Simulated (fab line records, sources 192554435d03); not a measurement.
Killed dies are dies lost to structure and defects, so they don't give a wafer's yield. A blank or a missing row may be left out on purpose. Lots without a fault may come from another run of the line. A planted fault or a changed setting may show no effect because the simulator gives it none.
Chamber matching | flow n5_finfet | N5_BEOL_M8_PECVD_70 on pecvd-03: 3 sister chambers
The step deposits SiO2 from TEOS/O2, target thk 20 nm, time 22.7 s. 6 wafers are shown with their chamber, then 12 later ones without.

WAFERS WITH THEIR CHAMBER
wafer  | chamber | throttle_valve_pct (%) | heater_power_w (W)
L088.1 | 1       | 20.5                   | 864
L088.3 | 0       | 22.2                   | 828
L088.5 | 2       | 22.7                   | 539
L089.1 | 1       | 20.7                   | 801
L089.2 | 2       | 22.9                   | 613
L089.3 | 0       | 21.7                   | 709

WAFERS WITHOUT THEIR CHAMBER
wafer  | throttle_valve_pct (%) | heater_power_w (W)
L089.4 | 21.9                   | 717
L089.5 | 20.6                   | 779
L089.6 | 22.8                   | 606
L092.1 | 21.5                   | 684
L092.3 | 20.5                   | 821
L092.4 | 20.4                   | 853
L093.2 | 20.6                   | 750
L093.4 | 20.4                   | 765
L093.5 | 22.0                   | 760
L095.2 | 22.2                   | 800
L095.3 | 20.5                   | 848
L095.5 | 22.9                   | 532

WHICH CHAMBER EACH WENT THROUGH
wafer  | from the rows above | in truth
L089.4 | 0                   | 0
L089.5 | 1                   | 1
L089.6 | 2                   | 2
L092.1 | 0                   | 0
L092.3 | 1                   | 1
L092.4 | 1                   | 1
L093.2 | 1                   | 1
L093.4 | 1                   | 1
L093.5 | 0                   | 0
L095.2 | 0                   | 0
L095.3 | 1                   | 1
L095.5 | 2                   | 2
Placed correctly: 12 of 12. Can't be placed from these rows: 0. Placed wrongly: 0.
How it was worked out, from the rows above alone: a wafer's distance from a chamber is the root of the sum, over the readings, of the square of ((its reading less the chamber's mean) divided by the reading's scatter). The wafer belongs to the nearest chamber; if the next one is less than 2 further off, it can't be placed. A chamber's mean is the mean of its shown wafers. The scatter: the root of (the sum of the squares of (reading less its chamber's mean) over the shown wafers, divided by (wafers less chambers)).
